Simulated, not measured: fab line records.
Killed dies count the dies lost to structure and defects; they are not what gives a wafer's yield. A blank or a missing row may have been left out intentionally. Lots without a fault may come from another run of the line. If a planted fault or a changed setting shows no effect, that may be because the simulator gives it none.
Split-lot study + flow n5_finfet + 21 wafers read from 7 lots, route of 1938 steps

== ABOUT THE SPLIT ==
At N5_BEOL_M8_ILD_DEP_00 (deposits SiCOH lowk from DEMS/porogen, target thk 179.75 nm, time 33.4 s), the setting time_s was moved away from the recipe's 33.4 s on 6 of the 21 wafers read, by -5.7% to +12.8%. This setting was run at the recipe's value on the other wafers.

== FROM THE SPLIT TO THE READING: what the file shows between them, 1 step ==
- N5_BEOL_M8_CURE_74: cures SiCOH lowk, time 240 s

== THE READING ==
M8_ILD_THK, in nm, at N5_BEOL_M8_THK_MEAS_01. Fault-free wafers of this fab line usually give 155.1 nm, standard deviation 1.9 nm.

| wafer  | tool, chamber at the split | time_s as run, s | against the recipe | M8_ILD_THK, nm | against lot-mates on the recipe |
|--------|----------------------------|------------------|--------------------|----------------|---------------------------------|
| L076.1 | pecvd-04, 2                | 37.67            | +12.8%             | 173.6          | +16.9                           |
| L076.5 | pecvd-04, 0                | 37.67            | +12.8%             | 174.9          | +18.2                           |
| L076.6 | pecvd-04, 1                | 33.4             | recipe             | 156.7          | -                               |
| L074.1 | pecvd-03, 1                | 33.4             | recipe             | 153.0          | -                               |
| L074.5 | pecvd-03, 2                | 33.4             | recipe             | 156.3          | -                               |
| L074.6 | pecvd-03, 0                | 33.4             | recipe             | 158.3          | -                               |
| L084.1 | pecvd-03, 2                | 33.4             | recipe             | 151.2          | -                               |
| L084.3 | pecvd-03, 0                | 33.4             | recipe             | 153.6          | -                               |
| L084.6 | pecvd-03, 0                | 33.4             | recipe             | 156.6          | -                               |
| L085.1 | pecvd-03, 0                | 33.4             | recipe             | 153.5          | -                               |
| L085.5 | pecvd-03, 1                | 31.73            | -5.0%              | 146.3          | -7.2                            |
| L085.6 | pecvd-03, 0                | 31.73            | -5.0%              | 149.5          | -4.0                            |
| L087.1 | pecvd-04, 0                | 31.49            | -5.7%              | 147.6          | -7.3                            |
| L087.2 | pecvd-04, 2                | 31.49            | -5.7%              | 145.9          | -9.0                            |
| L087.3 | pecvd-04, 1                | 33.4             | recipe             | 154.9          | -                               |
| L089.4 | pecvd-03, 0,1              | 33.4             | recipe             | 156.4          | -                               |
| L089.5 | pecvd-03, 2                | 33.4             | recipe             | 153.2          | -                               |
| L089.6 | pecvd-03, 0,1              | 33.4             | recipe             | 156.3          | -                               |
| L094.2 | pecvd-04, 1                | 33.4             | recipe             | 154.6          | -                               |
| L094.5 | pecvd-04, 2                | 33.4             | recipe             | 156.5          | -                               |
| L094.6 | pecvd-04, 1                | 33.4             | recipe             | 156.3          | -                               |
The file does not say which wafer passed through which chamber wherever a row lists several chambers: such a row stands for several wafers.

THE FIT
A straight line over all 21 wafers: M8_ILD_THK changes by +1.48 nm for each +1% of time_s; r = +0.97; the points scatter about the line by 1.8 nm.
The same after taking each lot's own level away (the mean of its wafers on the recipe; 21 wafers): +1.35 nm for each +1%; r = +0.97; scatter 1.6 nm.
That fit puts the effect of the largest move of time_s on the reading at 17 nm.
The span of the lots' own levels, 153.50 to 156.70 nm, comes to 1.7 times the standard deviation stated above.
The two slopes are in agreement: the lot-to-lot level therefore moves the slope only a little.
Check: for one of the wafers moved furthest among these (+12.8%), held out of the fit, the line's prediction against its lot-mates is +17.7 nm. Against them it came out at +16.9 nm.

== OTHER SPLITS ON THESE WAFERS ==
Note: prior to the reading, these wafers also went through further splits. Each is held against what the fit with the lots' levels taken away leaves over:
| other split on the same wafers   | wafers away from the commonest value | r with M8_ILD_THK (lot level and that fit taken away) |
|----------------------------------|--------------------------------------|-------------------------------------------------------|
| N5_BEOL_M6_EXPOSE_08 dose_mj     | 5                                    | +0.03                                                 |
| N5_BEOL_M6_TRENCH_ETCH_37 bias_w | 9                                    | -0.09                                                 |
| N5_BEOL_M6_ALD_77 ald_cycles     | 8                                    | -0.29                                                 |

== THE WHOLE CHAIN: every reading that the file lists as answering this split, in the file's order ==
| step                   | what it does                                                             | reading                                                                                  | change (the file's fit)              | r (the file's) |
|------------------------|--------------------------------------------------------------------------|------------------------------------------------------------------------------------------|--------------------------------------|----------------|
| N5_BEOL_M8_ILD_DEP_00  | deposits SiCOH lowk from DEMS/porogen, target thk 179.75 nm, time 33.4 s | SiCOH_lowk_of_BEOL_M8_ILD_DEP_00.thk_nm (the simulator's own value, which no gauge read) | +1.55 nm for each +1% of the setting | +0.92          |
| N5_BEOL_M8_CURE_74     | cures SiCOH lowk, time 240 s                                             | SiCOH_lowk_of_BEOL_M8_ILD_DEP_00.thk_nm (the simulator's own value, which no gauge read) | +1.34 nm for each +1% of the setting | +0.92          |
| N5_BEOL_M8_THK_MEAS_01 |                                                                          | M8_ILD_THK                                                                               | +1.35 for each +1% of the setting    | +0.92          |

== THE FILE'S OWN FIT ==
M8_ILD_THK changes by +1.35 nm for each +1% of time_s, r = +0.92.
